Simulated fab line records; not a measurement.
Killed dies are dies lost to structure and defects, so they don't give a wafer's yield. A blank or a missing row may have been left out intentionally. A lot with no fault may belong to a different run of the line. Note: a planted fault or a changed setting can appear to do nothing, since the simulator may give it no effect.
fab line records | flow nandHarc
record lots=5 wafers=15 lastDay=32
route steps=1302 shown A_ONON_D2@550 END@1302
lots that met no fault: from a run of the same line without faults
startH: hours from the record's opening day to when the first of the lot's shown wafers began | waitH: hours from the lot's prior step to this one | " repeats the value in the row above | L1.1+2: one row covering several wafers at once | - no value, or no start was given | * or withheld: withheld | < > ~ a bound
route shown NAME@n: a module of which the file shows steps, and the number in the route of the first | usual: mean/standard deviation taken from wafers without a fault | same: alike in all rows | chamber/n: place in a boat | sites: the reading at each site | _std_site: standard deviation of those values | _edge_site: mean of outer sites minus mean of inner sites | radiusMm: for every site, how far away it sits from the centre of the wafer | mask NAME#n: copy n | behind: tool/chamber where the wafer was last shaped | hold: the reason the lot was held/the length of the hold in hours/how it ended | device: which transistor (n, p or np) failed to switch | end of line: tests run on the same wafers once the route is complete | where a step has no rows: the recipe by itself | killed: dies lost to structure and defects at the first sort, not the wafer's yield | map: a wafer's dies, x killed, . not, _ none there
set.NAME: setting as actually run; set.NAME@STEP: the setting as run at that earlier step | model.NAME: the simulator's own value behind a step, which no gauge read
certain route steps with their lots: each step a table, each wafer a row
services: a tool's chamber out of use, with start hour (startH, from the record's first day; less than 0 if before it), hours out, and reason
## steps
# step NHARC_A_ONON_D2_THK_MEAS_08
# recipe thkMeasGauge=ellipsometry
# usual thkNm=999/11
# columns lot.wafer tool chamber startH waitH thkNm
L695.1 filmMetro-02 - 304.03 - 992
L695.4 " - " " 991
L695.5 " - " " 991
L697.2 filmMetro-01 - 317.07 - 997
L697.3 " - " " 997
L697.5 " - " " 1000
L708.1 filmMetro-02 - 435.67 - 1004
L708.5 " - " " 1003
L708.6 " - " " 1004
L711.1 filmMetro-02 - 459.47 - 1001
L711.4 " - " " 1000
L711.6 " - " " 1000
L712.3 filmMetro-01 - 459.80 - 996
L712.4 " - " " 996
L712.6 " - " " 998
# step NHARC_A_ONON_D2_DEP_09
# recipe targetThkA=10000 n2FlowSccm=2750 n2oFlowSccm=2000 nh3FlowSccm=500 sih4FlowSccm=210 tempC=400
# step NHARC_A_ONON_D2_THK_MEAS_11
# recipe thkMeasGauge=ellipsometry
# usual thkNm=1003/6.4
# columns lot.wafer tool chamber startH waitH thkNm
L695.1 filmMetro-01 - 304.60 - 1017
L695.4 " - " " 1018
L695.5 " - " " 1017
L697.2 filmMetro-01 - 317.65 - 1010
L697.3 " - " " 1009
L697.5 " - " " 1009
L708.1 filmMetro-02 - 436.24 - 993
L708.5 " - " " 992
L708.6 " - " " 993
L711.1 filmMetro-02 - 460.15 - 1015
L711.4 " - " " 1015
L711.6 " - " " 1014
L712.3 filmMetro-02 - 460.38 - 1001
L712.4 " - " " 1003
L712.6 " - " " 1002
# step NHARC_A_ONON_D2_DEP_12
# recipe targetThkA=10000 n2FlowSccm=2750 n2oFlowSccm=2000 nh3FlowSccm=500 sih4FlowSccm=210 tempC=400
# step NHARC_A_ONON_D2_THK_MEAS_14
# recipe thkMeasGauge=ellipsometry
# usual thkNm=1003/9.6
# columns lot.wafer tool chamber startH waitH thkNm
L695.1 filmMetro-02 - 305.17 - 1008
L695.4 " - " " 1008
L695.5 " - " " 1008
L697.2 filmMetro-01 - 318.21 - 1002
L697.3 " - " " 1002
L697.5 " - " " 1002
L708.1 filmMetro-01 - 436.81 - 1002
L708.5 " - " " 1006
L708.6 " - " " 1005
L711.1 filmMetro-01 - 460.73 - 999
L711.4 " - " " 999
L711.6 " - " " 998
L712.3 filmMetro-01 - 460.94 - 994
L712.4 " - " " 994
L712.6 " - " " 994
# step NHARC_A_ONON_D2_ANNEAL_15
# recipe tempC=750 timeS=3600
# step NHARC_A_ONON_D2_DEP_16
# recipe targetThkA=10000 n2FlowSccm=2750 n2oFlowSccm=2000 nh3FlowSccm=500 sih4FlowSccm=210 tempC=400
# step NHARC_A_ONON_D2_THK_MEAS_18
# recipe thkMeasGauge=ellipsometry
# usual thkNm=997/7.4
# columns lot.wafer tool chamber startH waitH thkNm
L695.1 filmMetro-01 - 312.75 - 1004
L695.4 " - " " 1005
L695.5 " - " " 1004
L697.2 filmMetro-01 - 325.97 - 994
L697.3 " - " " 994
L697.5 " - " " 993
L708.1 filmMetro-01 - 444.18 - 1006
L708.5 " - " " 1006
L708.6 " - " " 1006
L712.3 filmMetro-02 - 465.42 - 1003
L712.4 " - " " 1003
L712.6 " - " " 1003
L711.1 filmMetro-01 - 465.42 - 986
L711.4 " - " " 985
L711.6 " - " " 986
# step NHARC_A_ONON_D2_DEP_19
# recipe targetThkA=10000 n2FlowSccm=2750 n2oFlowSccm=2000 nh3FlowSccm=500 sih4FlowSccm=210 tempC=400
# step NHARC_A_ONON_D2_THK_MEAS_21
# recipe thkMeasGauge=ellipsometry
# usual thkNm=1002/6.7
# columns lot.wafer tool chamber startH waitH thkNm
L695.1 filmMetro-02 - 313.45 - 1010
L695.4 " - " " 1011
L695.5 " - " " 1010
L697.2 filmMetro-02 - 326.54 - 999
L697.3 " - " " 999
L697.5 " - " " 1001
L708.1 filmMetro-01 - 444.74 - 1000
L708.5 " - " " 999
L708.6 " - " " 1000
L712.3 filmMetro-01 - 465.99 - 1001
L712.4 " - " " 1003
L712.6 " - " " 1002
L711.1 filmMetro-01 - 466.01 - 1003
L711.4 " - " " 1001
L711.6 " - " " 1001
# step NHARC_A_ONON_D2_DEP_22
# recipe targetThkA=10000 n2FlowSccm=2750 n2oFlowSccm=2000 nh3FlowSccm=500 sih4FlowSccm=210 tempC=400
# step NHARC_A_ONON_D2_THK_MEAS_24
# recipe thkMeasGauge=ellipsometry
# usual thkNm=1004/10
# columns lot.wafer tool chamber startH waitH thkNm
L695.1 filmMetro-02 - 314.16 - 986
L695.4 " - " " 987
L695.5 " - " " 987
L697.2 filmMetro-02 - 327.10 - 1002
L697.3 " - " " 1003
L697.5 " - " " 999
L708.1 filmMetro-02 - 445.31 - 1008
L708.5 " - " " 1007
L708.6 " - " " 1007
L712.3 filmMetro-02 - 466.56 - 1010
L712.4 " - " " 1010
L712.6 " - " " 1011
L711.1 filmMetro-01 - 466.58 - 1034
L711.4 " - " " 1033
L711.6 " - " " 1034
# step NHARC_A_ONON_D2_DEP_25
# recipe targetThkA=10000 n2FlowSccm=2750 n2oFlowSccm=2000 nh3FlowSccm=500 sih4FlowSccm=210 tempC=400
# usual nh3FlowSccm=499.9/1.4
# columns lot.wafer tool chamber startH waitH nh3FlowSccm
L695.1 pecvdOnon-03 0 314.30 0.1 499.7
L695.4 " 0 " " 498.4
L695.5 " 0 " " 498.0
L697.2 pecvdOnon-01 0 327.21 0.1 497.8
L697.3 " 0 " " 500.9
L697.5 " 0 " " 501.2
L708.1 pecvdOnon-01 0 445.37 0.1 499.7
L708.5 " 0 " " 498.7
L708.6 " 0 " " 499.4
L711.1 pecvdOnon-03 0 466.64 0.1 501.8
L711.4 " 0 " " 501.9
L711.6 " 0 " " 499.4
L712.3 pecvdOnon-04 0 466.73 0.2 499.8
L712.4 " 0 " " 498.9
L712.6 " 0 " " 499.7
# step NHARC_A_ONON_D2_THK_MEAS_27
# recipe thkMeasGauge=ellipsometry
# usual thkNm=999/8.9
# columns lot.wafer tool chamber startH waitH thkNm
L695.1 filmMetro-02 - 314.81 - 995
L695.4 " - " " 993
L695.5 " - " " 994
L697.2 filmMetro-02 - 327.66 - 1002
L697.3 " - " " 1002
L697.5 " - " " 1004
L708.1 filmMetro-01 - 445.88 - 995
L708.5 " - " " 1489
L708.6 " - " " 995
L712.3 filmMetro-02 - 467.13 - 986
L712.4 " - " " 986
L712.6 " - " " 986
L711.1 filmMetro-01 - 467.15 - 999
L711.4 " - " " 999
L711.6 " - " " 999
# step NHARC_A_ONON_D2_DEP_28
# recipe targetThkA=10000 n2FlowSccm=2750 n2oFlowSccm=2000 nh3FlowSccm=500 sih4FlowSccm=210 tempC=400
# step NHARC_END_SORT_01
# recipe tempC=25
# usual killedAtArray=58/20 killedAtOther=0.8/1 killedAtPeriphery=4.6/2.8 killedDies=63/19 killedOpen=3.4/2 killedShort=2.4/1.8
# same grossDies=677
# columns lot.wafer tool chamber startH waitH killedAtArray killedAtOther killedAtPeriphery killedDies killedOpen killedShort
L695.1 prober-02 0 588.03 2.5 101 0 5 106 4 3
L695.4 prober-02 0 590.44 3.4 77 0 9 86 1 2
L695.5 prober-02 0 591.24 3.7 102 0 3 105 5 3
L697.2 prober-01 0 598.46 2.8 20 3 5 28 1 1
L697.3 prober-01 0 599.26 3.1 25 4 8 37 4 1
L697.5 prober-01 0 600.85 3.7 19 2 5 26 1 0
L708.5 prober-01 0 720.12 3.7 671 0 6 677 4 1
L712.3 prober-02 0 751.19 3.1 67 0 1 68 1 2
L712.4 prober-02 0 751.99 3.4 66 0 3 69 2 2
L712.6 prober-02 0 753.60 4.0 50 0 0 50 2 1
L711.1 prober-01 0 769.25 2.5 86 1 1 88 2 2
L711.4 prober-01 0 771.67 3.4 53 0 3 56 6 2
L711.6 prober-01 0 773.28 4.0 93 1 1 95 4 4
# killed by level:class
L695.1 A_CHANNEL_HOLE_D2:chamberFilmFlake=33 A_SLIT:chamberFilmFlake=28 A_CHANNEL_HOLE_D1:chamberFilmFlake=19 A_CONTACT:chamberFilmFlake=9 P_M1:chamberFilmFlake=4 A_ONON_D2:geometricParticle:short=2 A_ZERO_WELL:chamberFilmFlake=2 P_M0:geometricParticle:open=1
L695.4 A_CHANNEL_HOLE_D2:chamberFilmFlake=30 A_CHANNEL_HOLE_D1:chamberFilmFlake=20 A_SLIT:chamberFilmFlake=12 P_GATE:chamberFilmFlake=6 A_CONTACT:chamberFilmFlake=3 A_SGD_CUT:chamberFilmFlake=2 A_DECK1_JOINT:chamberFilmFlake=2 A_CONTACT:unspecified=2
L695.5 A_SLIT:chamberFilmFlake=37 A_CHANNEL_HOLE_D2:chamberFilmFlake=34 A_CHANNEL_HOLE_D1:chamberFilmFlake=19 P_M1:chamberFilmFlake=3 A_ONON_D2:geometricParticle:short=2 A_M0:geometricParticle:open=2 A_CONTACT:chamberFilmFlake=2 A_ONON_D1:geometricParticle:open=1
L697.2 A_CHANNEL_HOLE_D2:chamberFilmFlake=8 A_CHANNEL_HOLE_D1:chamberFilmFlake=7 P_GATE:chamberFilmFlake=3 THIN_TSV:chamberFilmFlake=2 A_ONON_D1:geometricParticle:short=1 P_STI:chamberFilmFlake=1 P_BONDPAD:chamberFilmFlake=1 STARTING-WAFER:geometricParticle:open=1
L697.3 A_CHANNEL_HOLE_D2:chamberFilmFlake=9 A_CHANNEL_HOLE_D1:chamberFilmFlake=8 P_BONDPAD:chamberFilmFlake=6 THIN_TSV:chamberFilmFlake=4 P_M0:geometricParticle:open=1 A_ONON_D1:geometricParticle:open=1 A_CHANNEL_FILL_D1:geometricParticle:open=1 A_SGD_CUT:geometricParticle:short=1
L697.5 A_CHANNEL_HOLE_D2:chamberFilmFlake=8 A_CHANNEL_HOLE_D1:chamberFilmFlake=7 P_BONDPAD:chamberFilmFlake=3 A_CONTACT:chamberFilmFlake=2 THIN_TSV:chamberFilmFlake=2 P_M0:geometricParticle:open=1 P_GATE:chamberFilmFlake=1 A_DECK1_JOINT:chamberFilmFlake=1
L708.5 A_ONON_D2:areaDep=583 A_SLIT:chamberFilmFlake=30 A_CHANNEL_HOLE_D1:chamberFilmFlake=22 A_CONTACT:chamberFilmFlake=13 A_CHANNEL_HOLE_D2:chamberFilmFlake=12 A_SGD_CUT:chamberFilmFlake=7 P_GATE:geometricParticle:open=1 P_CONTACT:geometricParticle:open=1
L712.3 A_CHANNEL_HOLE_D2:chamberFilmFlake=30 A_CHANNEL_HOLE_D1:chamberFilmFlake=18 A_SLIT:chamberFilmFlake=6 A_CONTACT:chamberFilmFlake=6 A_ONON_D1:geometricParticle:open=1 A_DECK1_JOINT:geometricParticle:short=1 A_ONON_D2:geometricParticle:short=1 P_ZERO_WELL:chamberFilmFlake=1
L712.4 A_CHANNEL_HOLE_D1:chamberFilmFlake=40 A_CHANNEL_HOLE_D2:chamberFilmFlake=13 A_SLIT:chamberFilmFlake=3 A_CHANNEL_FILL_D2:chamberFilmFlake=3 P_STI:geometricParticle:short=1 P_M2:geometricParticle:open=1 A_ONON_D1:geometricParticle:open=1 A_CHANNEL_FILL_D1:geometricParticle:short=1
L712.6 A_CHANNEL_HOLE_D1:chamberFilmFlake=22 A_CHANNEL_HOLE_D2:chamberFilmFlake=18 A_SLIT:chamberFilmFlake=2 A_CHANNEL_FILL_D2:chamberFilmFlake=2 A_CONTACT:chamberFilmFlake=2 A_CHANNEL_FILL_D1:geometricParticle:open=1 A_BLC:geometricParticle:open=1 A_M0:geometricParticle:short=1
L711.1 A_SLIT:chamberFilmFlake=37 A_CHANNEL_HOLE_D1:chamberFilmFlake=32 A_CHANNEL_HOLE_D2:chamberFilmFlake=5 A_STAIRCASE:chamberFilmFlake=3 A_CONTACT:chamberFilmFlake=3 A_WL_FILL:chamberFilmFlake=2 A_CHANNEL_FILL_D1:geometricParticle:short=1 A_DECK1_JOINT:geometricParticle:short=1
L711.4 A_CHANNEL_HOLE_D1:chamberFilmFlake=17 A_SLIT:chamberFilmFlake=16 A_STAIRCASE:chamberFilmFlake=4 A_WL_FILL:chamberFilmFlake=4 A_CONTACT:geometricParticle:open=3 A_CHANNEL_HOLE_D2:chamberFilmFlake=3 P_CONTACT:geometricParticle:open=2 A_CONTACT:chamberFilmFlake=2
L711.6 A_CHANNEL_HOLE_D1:chamberFilmFlake=35 A_SLIT:chamberFilmFlake=35 A_CONTACT:chamberFilmFlake=5 A_WL_FILL:chamberFilmFlake=4 A_CHANNEL_HOLE_D2:chamberFilmFlake=3 A_DECK1_JOINT:geometricParticle:open=2 A_STAIRCASE:chamberFilmFlake=2 P_GATE:geometricParticle:open=1
# map L708.5 (x killed, . not)
____________x____________
_________xxxxxxx_________
_______xxxxxxxxxxx_______
______xxxxxxxxxxxxx______
_____xxxxxxxxxxxxxxx_____
____xxxxxxxxxxxxxxxxx____
____xxxxxxxxxxxxxxxxx____
___xxxxxxxxxxxxxxxxxxx___
___xxxxxxxxxxxxxxxxxxx___
__xxxxxxxxxxxxxxxxxxxxx__
__xxxxxxxxxxxxxxxxxxxxx__
_xxxxxxxxxxxxxxxxxxxxxxx_
_xxxxxxxxxxxxxxxxxxxxxxx_
_xxxxxxxxxxxxxxxxxxxxxxx_
_xxxxxxxxxxxxxxxxxxxxxxx_
_xxxxxxxxxxxxxxxxxxxxxxx_
xxxxxxxxxxxxxxxxxxxxxxxxx
xxxxxxxxxxxxxxxxxxxxxxxxx
xxxxxxxxxxxxxxxxxxxxxxxxx
xxxxxxxxxxxxxxxxxxxxxxxxx
xxxxxxxxxxxxxxxxxxxxxxxxx
_xxxxxxxxxxxxxxxxxxxxxxx_
_xxxxxxxxxxxxxxxxxxxxxxx_
_xxxxxxxxxxxxxxxxxxxxxxx_
_xxxxxxxxxxxxxxxxxxxxxxx_
_xxxxxxxxxxxxxxxxxxxxxxx_
__xxxxxxxxxxxxxxxxxxxxx__
__xxxxxxxxxxxxxxxxxxxxx__
___xxxxxxxxxxxxxxxxxxx___
___xxxxxxxxxxxxxxxxxxx___
____xxxxxxxxxxxxxxxxx____
____xxxxxxxxxxxxxxxxx____
_____xxxxxxxxxxxxxxx_____
______xxxxxxxxxxxxx______
_______xxxxxxxxxxx_______
_________xxxxxxx_________
____________x____________
# map L697.3 (x killed, . not)
____________.____________
_________......._________
_______..xx......._______
______.............______
_____..............._____
____................x____
____..........x..x.x.____
___........x......x...___
___................x..___
__.................x...__
__........x.......x....__
_...x..................._
_........x.x............_
_x......................_
_xx....................._
_xxx...................._
.x.......................
........................x
xx.....................x.
xx..........x.......x....
.........................
_......................._
_x.............x........_
_..............x........_
_......................._
_......................._
__.....................__
__.....................__
___..................x___
___.......x...........___
____.................____
____.................____
_____..............._____
______......x......______
_______..x........_______
_________......._________
____________.____________
## services
# columns tool chamber startH hours kind
pecvdOnon-04 - 311.31 13.0 pm
pecvdOnon-03 - 408.29 13.0 pm
pecvdOnon-04 - 419.59 6.2 repair
pecvdOnon-04 - 445.13 1.8 repair
pecvdOnon-01 - 450.00 13.0 pm
## key
firstSign step=NHARC_A_ONON_D2_THK_MEAS_27 reading=thkNm direction=up sigmas=55 usual=999 struck=1489
effect step=NHARC_END_SORT_01 reading=killedDies direction=up sigmas=32 usual=63 struck=677
moreKillsBornAt NHARC_A_ONON_D2_DEP_25@pecvdOnon-01=583
metAt NHARC_A_ONON_D2_DEP_25
struckWafers L708.5
laterRowsLeftOut L708.5
testerLeftOut L708
onsetBetween 327.21 445.37
fault kind=processParameterDrift tool=pecvdOnon-01 chamber=- onsetH=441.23 steps=NHARC_A_ONON_D2_DEP_25 channel=targetThkA offset=* shape=step endH=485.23 scope=struckWafersOnly actsIn=* stated=*
# testerLeftOut: of these lots the tester's yield and bins aren't shown, on N5 and GAA mostly nor the transistor test; their killed dies are dies lost to structure and defects alone, not to doping, threshold or leakage, so they don't give the yield
# laterRowsLeftOut: the simulator's readings of these wafers behind a module that went badly wrong aren't trusted and aren't shown, but for the sort
